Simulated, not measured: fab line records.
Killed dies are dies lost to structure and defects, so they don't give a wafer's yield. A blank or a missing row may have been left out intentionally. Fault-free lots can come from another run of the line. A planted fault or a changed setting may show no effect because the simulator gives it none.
Chamber matching + flow n5Finfet + 4 sister chambers for N5_MOL_CONTACT_COAG_ALD_20 on aldMetal-02
The step deposits TiN, target thk 1.5 nm, pulse time 1 s, purge time 3 s. 8 wafers are shown with their chamber, then 12 later ones without.

== WAFERS PAIRED WITH THEIR CHAMBERS ==
| wafer  | chamber | heaterPowerW (W) | susceptorTempC (C) |
|--------|---------|------------------|--------------------|
| L076.4 | 2       | 908              | 400.11             |
| L084.1 | 0       | 1012             | 400.45             |
| L086.2 | 0       | 1013             | 400.06             |
| L088.1 | 1       | 994              | 400.05             |
| L088.4 | 2       | 927              | 400.04             |
| L090.3 | 3       | 818              | 399.87             |
| L090.4 | 1       | 985              | 400.19             |
| L090.6 | 3       | 808              | 400.24             |

== WAFERS WITH NO CHAMBER GIVEN ==
| wafer  | heaterPowerW (W) | susceptorTempC (C) |
|--------|------------------|--------------------|
| L092.2 | 819              | 400.28             |
| L092.3 | 916              | 400.03             |
| L092.4 | 1044             | 400.42             |
| L094.1 | 993              | 400.08             |
| L094.3 | 937              | 399.99             |
| L094.5 | 939              | 400.15             |
| L095.3 | 1025             | 400.01             |
| L095.4 | 803              | 400.00             |
| L095.5 | 917              | 400.07             |
| L097.1 | 827              | 400.03             |
| L097.3 | 972              | 399.82             |
| L097.5 | 993              | 400.12             |

== CHAMBER TAKEN BY EACH ==
| wafer  | from the rows above | in truth |
|--------|---------------------|----------|
| L092.2 | 3                   | 3        |
| L092.3 | 2                   | 2        |
| L092.4 | 0                   | 0        |
| L094.1 | 1                   | 1        |
| L094.3 | 2                   | 2        |
| L094.5 | 2                   | 2        |
| L095.3 | 0                   | 0        |
| L095.4 | 3                   | 3        |
| L095.5 | 2                   | 2        |
| L097.1 | 3                   | 3        |
| L097.3 | 1                   | 1        |
| L097.5 | 1                   | 1        |
Correct placement for 12 of the 12. Can't be placed from these rows: 0. Placed wrongly: 0.
How it was worked out, from the rows above alone: a wafer's distance from a chamber is the root of the sum, over the readings, of the square of ((its reading less the chamber's mean) divided by the reading's scatter). If the next closest chamber is less than 2 further off than the closest, the wafer can't be placed; otherwise it belongs to the closest. Each chamber's mean is taken over the wafers shown for it. The scatter is the square root of a quotient: the sum, over the shown wafers, of each reading's squared deviation from its chamber's mean, divided by wafers minus chambers.
